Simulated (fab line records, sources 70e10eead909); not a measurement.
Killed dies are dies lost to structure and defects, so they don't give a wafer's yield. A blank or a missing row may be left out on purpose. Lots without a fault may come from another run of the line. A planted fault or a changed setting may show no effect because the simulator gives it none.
fab line records | flow nand_harc
record lots=7 wafers=15 last_day=24
route steps=1159 shown P_CONTACT@228 END@1159
lots that met no fault: from a run of the same line without faults
start_h: hours from the record's first day to the start of the lot's first wafer shown | wait_h: hours since the lot's step before | " the same as in the row above | L1.1+2: a row that stands for several wafers | - no value, or no start given | * or withheld: withheld | < > ~ a bound
route shown NAME@n: a module of which the file shows steps, and the number in the route of the first | usual: mean/standard deviation of fault-free wafers | same: alike in all rows | chamber/n: place in a boat | sites: the reading at each site | _std_site: their standard deviation | _edge_site: outer sites' mean less inner sites' | radius_mm: how far each site lies from the wafer's centre | mask NAME#n: copy n | behind: the tool/chamber that last shaped the wafer | hold: why the lot was held/for how many hours/how that ended | device: the transistor (n, p or np) that didn't switch | end of line: the same wafers' tests at the end of the route | a step without rows: its recipe alone | killed: dies lost to structure and defects at the first sort, not the wafer's yield | map: a wafer's dies, x killed, . not, _ none there
set.NAME: the setting as run; set.NAME@STEP: as run at that earlier step | model.NAME: the simulator's own value behind a step, which no gauge read
lots at some steps of the route; a table a step, a row a wafer
services: from which hour (start_h, from the record's first day; less than 0 if before it) a tool's chamber was out of use, for how many hours, and why
## steps
# step NHARC_P_CONTACT_EBR_08
# step NHARC_P_CONTACT_EXPOSE_09
# recipe na=1.35 target_cd_nm=90 dose_mj=81.26 mask_id=P_CA
# step NHARC_P_CONTACT_PEB_10
# recipe peb_temp_c=100 peb_time_s=65
# step NHARC_P_CONTACT_DEVELOP_11
# recipe develop_time_s=35 dev_temp_c=23
# step NHARC_P_CONTACT_CD_MEAS_12
# recipe target_cd_nm=90 landing_energy_ev=500
# usual cd_nm=90.6/0.64
# columns lot.wafer tool chamber start_h wait_h cd_nm
L859.2 cd_sem-01 0 122.93 - 90.2
L859.4 " 0 " " 90.9
L859.5 " 0 " " 91.7
L866.2 cd_sem-01 0 158.88 - 89.8
L866.3 " 0 " " 90.2
L866.5 " 0 " " 90.2
L871.4 cd_sem-02 0 191.57 - 89.5
L873.4 cd_sem-03 0 204.15 - 90.9
L875.3 cd_sem-01 0 209.29 - 90.3
L877.1 cd_sem-02 0 222.82 - 91.9
L877.5 " 0 " " 90.1
L877.6 " 0 " " 91.1
L881.1 cd_sem-02 0 248.43 - 89.6
L881.2 " 0 " " 90.3
L881.5 " 0 " " 90.4
# step NHARC_P_CONTACT_OVL_MEAS_13
# usual overlay_x_nm=0.1/0.69 overlay_y_nm=0.3/0.82
# columns lot.wafer tool chamber start_h wait_h overlay_x_nm overlay_y_nm
L859.2 overlay-01 - 123.01 - -0.5 -0.1
L859.4 " - " " -0.4 0.0
L859.5 " - " " -0.6 0.3
L866.2 overlay-02 - 158.97 - -0.3 0.4
L866.3 " - " " -0.1 0.6
L866.5 " - " " -0.2 0.7
L871.4 overlay-01 - 191.65 - 2.3 0.8
L873.4 overlay-02 - 204.24 - -0.4 1.5
L875.3 overlay-01 - 209.37 - 0.0 0.8
L877.1 overlay-02 - 222.91 - 0.0 0.4
L877.5 " - " " -0.2 0.6
L877.6 " - " " -0.3 0.9
L881.1 overlay-02 - 248.51 - -0.1 0.5
L881.2 " - " " 0.2 0.3
L881.5 " - " " 0.7 0.8
# step NHARC_P_CONTACT_INSPECT_14
# usual raw_defect_count=3.7/2
# columns lot.wafer tool chamber start_h wait_h raw_defect_count
L859.2 defect_inspect-01 - 123.05 0.0 3
L859.4 " - " " 5
L859.5 " - " " 4
L866.2 defect_inspect-02 - 159.01 0.0 8
L866.3 " - " " 4
L866.5 " - " " 3
L871.4 defect_inspect-01 - 191.69 0.0 2
L873.4 defect_inspect-01 - 204.28 0.0 3
L875.3 defect_inspect-01 - 209.41 0.0 0
L877.1 defect_inspect-01 - 222.95 0.0 4
L877.5 " - " " 4
L877.6 " - " " 3
L881.1 defect_inspect-01 - 248.55 0.0 7
L881.2 " - " " 6
L881.5 " - " " 7
# step NHARC_P_CONTACT_DESCUM_17
# recipe time_s=3 o2_flow_sccm=200 ar_flow_sccm=0 bias_power_w=0 chemistry=O2
# usual drypump_motor_current_A=5.6/0.62 o2_flow_sccm=200.0/0.54 oes_product_au=1.002/0.015 rf_vpp_V=57.8/0.88 showerhead_plenum_p_Torr=1.90/0.09 throttle_valve_pct=11.311/0.0089
# columns lot.wafer tool chamber start_h wait_h drypump_motor_current_A o2_flow_sccm oes_product_au rf_hours_counter_h rf_vpp_V showerhead_plenum_p_Torr throttle_valve_pct
L859.4 rie_diel-13 3 123.12 0.1 5.2 200.5 0.970 7 58.0 1.90 11.318
L859.2 " 1 " " 6.0 200.0 0.994 5 56.9 1.82 11.297
L859.5 " 3 " " 5.2 200.6 0.968 - 58.2 1.90 11.300
L866.3 rie_diel-01 0 159.07 0.1 5.1 200.3 1.013 1 56.9 1.79 11.310
L866.2 " 2 " " 4.9 199.7 1.020 1 58.6 1.99 11.300
L866.5 " 1 " " 5.5 200.2 0.993 - 58.3 1.88 11.299
L871.4 rie_diel-01 3 191.76 0.1 6.8 200.6 0.988 6 58.5 1.83 11.317
L873.4 rie_diel-01 3 204.34 0.1 6.8 200.5 0.983 6 57.2 1.83 11.323
L875.3 rie_diel-01 3 209.50 0.1 6.8 200.9 0.984 7 57.5 1.83 11.294
L877.1 rie_diel-13 1 223.02 0.1 5.9 199.4 1.018 43 56.3 1.81 11.312
L877.5 " 0 " " 6.3 200.0 0.996 - 58.6 1.76 11.330
L877.6 " 1 " " 5.9 200.1 1.012 - 56.1 1.81 11.307
L881.2 rie_diel-01 2 248.61 0.1 4.9 200.2 1.012 11 58.2 1.99 11.316
L881.1 " 1 " " 5.5 199.6 0.997 11 57.2 1.88 11.294
L881.5 " 2 " " 4.9 199.9 1.021 - 57.2 1.99 11.326
# step NHARC_P_CONTACT_ETCH_35
# recipe target_depth_a=390 over_etch_frac=0.3 time_s=65 ion_energy_ev=80 cf4_flow_sccm=150 ar_flow_sccm=0 rf_w=300 bias_w=100 chemistry=CF4
# usual drypump_motor_current_A=5.6/0.62 oes_product_au=1.003/0.015 rf_vpp_V=151.2/1.3 run_length_s=86.4/0.44 showerhead_plenum_p_Torr=1.76/0.077 throttle_valve_pct=13.285/0.01
# columns lot.wafer tool chamber start_h wait_h drypump_motor_current_A oes_product_au rf_hours_counter_h rf_vpp_V run_length_s showerhead_plenum_p_Torr throttle_valve_pct
L859.2 rie_diel-13 3 123.20 0.1 5.2 0.977 7 151.0 86.2 1.76 13.299
L859.4 " 0 " " 6.3 0.991 6 149.4 86.5 1.65 13.291
L859.5 " 0 " " 6.4 0.997 - 150.8 86.5 1.65 13.295
L866.3 rie_diel-01 2 159.15 0.1 4.9 1.012 1 152.7 86.1 1.83 13.290
L866.2 " 3 " " 6.7 0.990 1 150.4 86.9 1.70 13.292
L866.5 " 3 " " 6.8 0.981 - 150.9 86.7 1.70 13.289
L871.4 rie_diel-01 0 191.84 0.1 5.1 1.013 5 147.8 85.8 1.66 13.278
L873.4 rie_diel-01 2 204.42 0.1 4.9 1.017 6 151.0 86.5 1.83 13.268
L875.3 rie_diel-01 0 209.56 0.1 5.1 1.024 7 150.7 85.8 1.66 13.278
L877.1 rie_diel-13 0 223.11 0.1 6.3 0.992 43 150.5 86.8 1.64 13.278
L877.5 " 1 " " 5.9 1.010 - 152.2 86.8 1.68 13.286
L877.6 " 2 " " 5.9 1.013 - 152.0 86.1 1.90 13.271
L881.2 rie_diel-01 3 248.71 0.1 6.8 0.976 11 150.4 86.8 1.69 13.275
L881.1 " 1 " " 5.5 0.995 11 150.1 86.1 1.74 13.295
L881.5 " 1 " " 5.5 0.993 - 150.8 86.0 1.74 13.300
# step NHARC_P_CONTACT_ETCH_36
# recipe target_depth_a=2600 over_etch_frac=0.25 time_s=406.25 ion_energy_ev=200 n2_flow_sccm=150 h2_flow_sccm=150 ar_flow_sccm=0 rf_w=400 bias_w=150 chemistry=N2/H2
# usual drypump_motor_current_A=5.6/0.62 oes_product_au=1.003/0.014 rf_vpp_V=430.2/2.7 run_length_s=427.7/0.45 showerhead_plenum_p_Torr=2.03/0.097 throttle_valve_pct=14.171/0.0086
# columns lot.wafer tool chamber start_h wait_h drypump_motor_current_A oes_product_au rf_hours_counter_h rf_vpp_V run_length_s showerhead_plenum_p_Torr throttle_valve_pct
L859.2 rie_diel-13 1 - - 5.9 0.998 5 427.1 428.3 1.94 14.167
L859.4 " 3 " " 5.2 0.974 7 429.9 427.6 2.03 14.171
L859.5 " 0 " " 6.3 1.007 - 426.0 428.1 1.89 14.173
L866.2 rie_diel-01 3 - - 6.8 0.978 1 427.5 428.1 1.95 14.167
L866.3 " 2 " " 4.9 1.014 1 433.3 427.3 2.12 14.178
L866.5 " 0 " " 5.1 1.014 - 426.9 427.5 1.91 14.171
L871.4 rie_diel-01 2 - - 4.9 1.025 5 431.7 427.8 2.12 14.167
L873.4 rie_diel-01 3 - - 6.8 0.983 6 428.0 428.1 1.94 14.181
L875.3 rie_diel-01 2 - - 4.9 1.012 6 433.3 427.2 2.12 14.177
L877.1 rie_diel-13 2 - - 5.8 1.011 43 433.9 427.5 2.20 14.170
L877.6 " 2 " " 5.8 1.008 - 434.1 427.5 2.20 14.159
L877.5 " 3 " " 5.2 1.000 - 430.3 427.8 2.02 14.163
L881.1 rie_diel-01 2 - - 4.9 1.018 11 431.5 427.2 2.12 14.176
L881.2 " 1 " " 5.6 0.999 11 429.4 427.9 2.00 14.194
L881.5 " 1 " " 5.5 0.995 - 430.0 427.2 2.00 14.173
# step NHARC_P_CONTACT_ETCH_18
# recipe target_depth_a=4810 time_s=240.5 c4f8_flow_sccm=20 o2_flow_sccm=10 ar_flow_sccm=withheld rf_w=600 bias_w=1500 chemistry=C4F8/O2/Ar
# usual oes_product_au=0.966/0.02 rf_vpp_V=978/6 run_length_s=261.9/0.45
# columns lot.wafer tool chamber start_h wait_h oes_product_au rf_hours_counter_h rf_vpp_V run_length_s
L859.4 rie_diel-13 2 - - 0.961 6 989 261.6
L859.2 " 3 " " 0.940 7 978 261.9
L859.5 " 0 " " 0.971 - 969 262.0
L866.2 rie_diel-01 3 - - 0.961 1 972 262.6
L866.3 " 0 " " 0.979 1 970 261.8
L866.5 " 1 " " 0.969 - 976 262.4
L871.4 rie_diel-01 1 - - 0.980 5 976 261.6
L873.4 rie_diel-01 2 - - 0.948 6 983 261.3
L875.3 rie_diel-01 3 - - 0.955 7 972 262.5
L877.1 rie_diel-13 0 - - 0.957 43 968 262.1
L877.6 " 2 " " 0.993 - 988 261.4
L877.5 " 3 " " 0.966 - 977 261.9
L881.1 rie_diel-01 1 - - 0.943 11 974 261.9
L881.2 " 2 " " 0.971 11 983 261.4
L881.5 " 1 " " 0.954 - 976 261.8
# step NHARC_P_CONTACT_STRIP_37
# recipe c4f8_flow_sccm=withheld o2_flow_sccm=8 ar_flow_sccm=withheld bias_w=0 chemistry=C4F8/O2/Ar
# step NHARC_P_CONTACT_ETCH_31
# recipe target_depth_a=300 time_s=85.7 ion_energy_ev=120 over_etch_frac=1 ch3f_flow_sccm=50 o2_flow_sccm=30 ar_flow_sccm=200 rf_w=500 bias_w=100 chemistry=CH3F/O2
# usual drypump_motor_current_A=5.6/0.59 o2_flow_sccm=29.99/0.086 oes_product_au=0.984/0.016 rf_vpp_V=244.2/1.8 run_length_s=107.1/0.43 showerhead_plenum_p_Torr=2.45/0.11 throttle_valve_pct=20.664/0.0091
# columns lot.wafer tool chamber start_h wait_h drypump_motor_current_A o2_flow_sccm oes_product_au rf_hours_counter_h rf_vpp_V run_length_s showerhead_plenum_p_Torr throttle_valve_pct
L859.4 rie_diel-13 1 123.85 - 5.9 29.92 0.993 6 242.9 107.7 2.34 20.666
L859.2 " 3 " " 5.2 30.00 0.949 7 246.1 107.1 2.45 20.663
L859.5 " 1 " " 6.0 29.99 1.009 - 242.9 107.7 2.34 20.658
L866.3 rie_diel-01 2 159.81 - 4.9 30.08 1.006 1 244.5 106.8 2.55 20.659
L866.2 " 3 " " 6.7 30.05 0.973 1 243.3 107.2 2.35 20.651
L866.5 " 2 " " 4.9 29.97 1.005 - 245.8 106.6 2.55 20.649
L871.4 rie_diel-01 0 192.51 - 5.1 29.89 1.004 6 242.1 61.1 2.31 20.679
L873.4 rie_diel-01 0 205.10 - 5.1 29.99 0.983 6 242.3 61.4 2.31 20.671
L875.3 rie_diel-01 0 210.21 - 5.1 30.20 0.999 7 239.8 61.2 2.31 20.670
L877.1 rie_diel-13 1 223.75 - 6.0 30.04 0.991 43 242.6 107.5 2.33 20.668
L877.6 " 1 " " 5.9 30.02 0.991 - 241.8 107.5 2.33 20.672
L877.5 " 2 " " 5.9 29.97 0.998 - 246.9 106.8 2.64 20.660
L881.1 rie_diel-01 1 249.50 - 5.5 30.07 0.976 11 243.3 107.2 2.41 20.660
L881.2 " 2 " " 4.9 29.97 0.997 11 245.4 106.8 2.55 20.674
L881.5 " 1 " " 5.6 30.07 0.976 - 243.9 106.9 2.41 20.663
# step NHARC_P_CONTACT_CD_MEAS_19
# usual cd_nm=90.8/2
# columns lot.wafer tool chamber start_h wait_h cd_nm
L859.2 cd_sem-02 - 123.98 - 93.3
L859.4 " - " " 90.2
L859.5 " - " " 89.0
L866.2 cd_sem-03 - 159.94 - 89.4
L866.3 " - " " 90.9
L866.5 " - " " 87.5
L871.4 cd_sem-02 - 192.63 - 88.6
L873.4 cd_sem-02 - 205.22 - 87.9
L875.3 cd_sem-03 - 210.37 - 90.2
L877.1 cd_sem-03 - 223.88 - 90.3
L877.5 " - " " 91.1
L877.6 " - " " 90.4
L881.1 cd_sem-01 - 249.63 - 88.8
L881.2 " - " " 92.5
L881.5 " - " " 92.6
# step NHARC_END_SORT_01
# recipe temp_c=25
# usual defect_limited_yield=95.3/1.5 killed_at_array=28/10 killed_at_other=0.6/1.1 killed_at_periphery=3.6/2.6 killed_dies=32/10 killed_open=3.3/1.8 killed_short=1.9/1.4 sort_bin_2_pct=1.5/0.61 sort_bin_3_pct=0.27/0.2 sort_bin_4_pct=3.0/1 sort_n_pass=645/10 sort_rim_yield_pct=97.3/1.9 sort_yield_pct=95.3/1.5
# same gross_dies=677 sort_bin_5_pct[%]=0 sort_bin_6_pct[%]=0 sort_bin_7_pct[%]=0 sort_bin_8_pct[%]=0 sort_rim_n_gross=106.00
# columns lot.wafer tool chamber start_h wait_h defect_limited_yield[%] killed_at_array killed_at_other killed_at_periphery killed_dies killed_open killed_short sort_bin_2_pct[%] sort_bin_3_pct[%] sort_bin_4_pct[%] sort_n_pass sort_rim_yield_pct[%] sort_yield_pct[%]
L866.2 prober-02 0 478.31 2.8 95.3 25 2 5 32 2 0 0.9 0 3.8 645 98.1 95.3
L866.3 prober-02 0 479.10 3.1 93.8 35 5 2 42 5 3 1.5 0.59 4.1 635 96.2 93.8
L866.5 prober-02 0 480.67 3.6 94.7 34 0 2 36 3 2 1.8 0.30 3.2 641 96.2 94.7
L881.1 prober-01 0 577.69 2.5 95.7 22 0 7 29 5 1 1.3 0.15 2.8 648 98.1 95.7
L881.2 prober-01 0 578.48 2.8 95.4 23 0 8 31 9 3 1.8 0.15 2.7 646 92.5 95.4
L881.5 prober-01 0 580.86 3.7 96.5 20 0 4 24 1 0 1.3 0 2.2 653 98.1 96.5
# killed by level:class
L866.2 A_SLIT:chamber_film_flake=11 A_STAIRCASE:chamber_film_flake=7 P_GATE:chamber_film_flake=3 A_CHANNEL_HOLE_D1:chamber_film_flake=3 A_WL_FILL:chamber_film_flake=2 THIN_TSV:chamber_film_flake=2 P_M2:geometric_particle:open=1 A_ONON_D1:geometric_particle:open=1
L866.3 A_SLIT:chamber_film_flake=19 A_STAIRCASE:chamber_film_flake=7 THIN_TSV:chamber_film_flake=3 A_WL_FILL:geometric_particle:open=2 STARTING-WAFER:geometric_particle:short=2 A_WL_FILL:chamber_film_flake=2 A_CONTACT:chamber_film_flake=2 P_GATE:geometric_particle:open=1
L866.5 A_SLIT:chamber_film_flake=15 A_STAIRCASE:chamber_film_flake=4 A_CONTACT:chamber_film_flake=4 A_CHANNEL_HOLE_D1:chamber_film_flake=3 A_CONTACT:geometric_particle:short=2 A_BONDPAD:chamber_film_flake=2 A_ONON_D1:geometric_particle:open=1 A_CHANNEL_FILL_D1:geometric_particle:open=1
L881.1 A_CHANNEL_HOLE_D1:chamber_film_flake=9 A_CONTACT:chamber_film_flake=8 P_M2:chamber_film_flake=3 A_CONTACT:geometric_particle:open=2 P_M0:geometric_particle:open=1 P_M1:geometric_particle:open=1 A_WL_FILL:geometric_particle:open=1 A_M0:geometric_particle:short=1
L881.2 A_CHANNEL_HOLE_D1:chamber_film_flake=12 A_CONTACT:geometric_particle:open=3 P_GATE:geometric_particle:open=2 P_STI:chamber_film_flake=2 P_GATE:chamber_film_flake=2 A_SLIT:chamber_film_flake=2 P_CONTACT:geometric_particle:open=1 A_SOURCE_PLATE:geometric_particle:short=1
L881.5 A_CONTACT:chamber_film_flake=9 A_CHANNEL_HOLE_D1:chamber_film_flake=6 P_GATE:chamber_film_flake=2 A_STAIRCASE:chamber_film_flake=2 A_SLIT:chamber_film_flake=2 A_CONTACT:geometric_particle:open=1 P_STI:chamber_film_flake=1 P_M2:chamber_film_flake=1
## services
# columns tool chamber start_h hours kind
rie_diel-01 0 116.81 - clean
rie_diel-01 1 116.81 - clean
rie_diel-01 2 116.81 - clean
rie_diel-01 3 116.81 - clean
rie_diel-01 - 137.81 9.0 pm
rie_diel-01 0 137.81 9.0 vent_cycle
rie_diel-01 1 137.81 9.0 vent_cycle
rie_diel-01 2 137.81 9.0 vent_cycle
rie_diel-01 3 137.81 9.0 vent_cycle
rie_diel-01 0 146.81 - clean
rie_diel-01 1 146.81 - clean
rie_diel-01 2 146.81 - clean
rie_diel-01 3 146.81 - clean
rie_diel-01 0 171.31 - clean
rie_diel-01 1 171.31 - clean
rie_diel-01 2 171.31 - clean
rie_diel-01 3 171.31 - clean
rie_diel-01 0 195.81 - clean
rie_diel-01 1 195.81 - clean
rie_diel-01 2 195.81 - clean
rie_diel-01 3 195.81 - clean
rie_diel-01 0 220.31 - clean
rie_diel-13 3 232.11 3.8 repair
rie_diel-01 0 242.21 10.2 repair
## key
first_sign step=NHARC_P_CONTACT_ETCH_31 reading=run_length_s direction=down sigmas=99+ usual=* struck=*
effect none on later readings
met_at NHARC_P_CONTACT_ETCH_31
struck_wafers L871.4,L873.4,L875.3
rows_end L871.4,L873.4,L875.3
fault kind=process_parameter_drift tool=rie_diel-01 chamber=0 onset_h=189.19 steps=NHARC_P_CONTACT_ETCH_31 channel=time_s offset=* shape=step acts_in=* stated=*
# rows_end: these wafers met a further fault down the route, and their rows from its step on are left out
